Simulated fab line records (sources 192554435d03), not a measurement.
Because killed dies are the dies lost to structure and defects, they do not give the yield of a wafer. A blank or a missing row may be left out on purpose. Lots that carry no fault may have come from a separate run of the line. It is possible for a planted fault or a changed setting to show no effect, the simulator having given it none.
Chamber matching / flow n5-finfet / ald-sin-02 running N5_FIN_SAQP_ALD_61: 4 sister chambers
The step deposits SiO2, target thk 4 nm, pulse time 1 s, purge time 2 s. 4 wafers are shown with their chamber, then 8 later ones without.

== WAFERS PAIRED WITH THEIR CHAMBERS ==
wafer=L084.2; chamber=0; heater-power-w (W)=438
wafer=L084.3; chamber=2; heater-power-w (W)=478
wafer=L084.5; chamber=3; heater-power-w (W)=476
wafer=L086.2; chamber=1; heater-power-w (W)=481

== WAFERS MISSING THEIR CHAMBER ==
wafer=L086.3; heater-power-w (W)=479
wafer=L086.6; heater-power-w (W)=484
wafer=L087.1; heater-power-w (W)=474
wafer=L087.5; heater-power-w (W)=472
wafer=L087.6; heater-power-w (W)=429
wafer=L090.4; heater-power-w (W)=472
wafer=L090.5; heater-power-w (W)=491
wafer=L090.6; heater-power-w (W)=439

== WHICH CHAMBER EACH ONE RAN IN ==
wafer=L086.3; from the rows above=can't be placed: 2 or 1 or 3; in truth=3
wafer=L086.6; from the rows above=can't be placed: 1 or 2 or 3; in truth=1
wafer=L087.1; from the rows above=can't be placed: 3 or 2 or 1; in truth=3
wafer=L087.5; from the rows above=can't be placed: 3 or 2 or 1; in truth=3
wafer=L087.6; from the rows above=0; in truth=0
wafer=L090.4; from the rows above=can't be placed: 3 or 2 or 1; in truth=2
wafer=L090.5; from the rows above=can't be placed: 1 or 2 or 3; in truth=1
wafer=L090.6; from the rows above=0; in truth=0
Correctly placed: 2 of 8. These rows do not allow placing 6 (true chamber among the candidates in 6). 0 placed wrongly.
How it was worked out, from the rows above alone: a wafer's distance from a chamber is the root of the sum, over the readings, of the square of ((its reading less the chamber's mean) divided by the reading's scatter). The wafer belongs to the nearest chamber; if the next one is less than 2 further off, it can't be placed. A chamber's mean is the mean of its shown wafers. The scatter (one wafer shown for each chamber): square how far every hidden wafer sits from the nearest shown wafer, average those squares and take the square root.
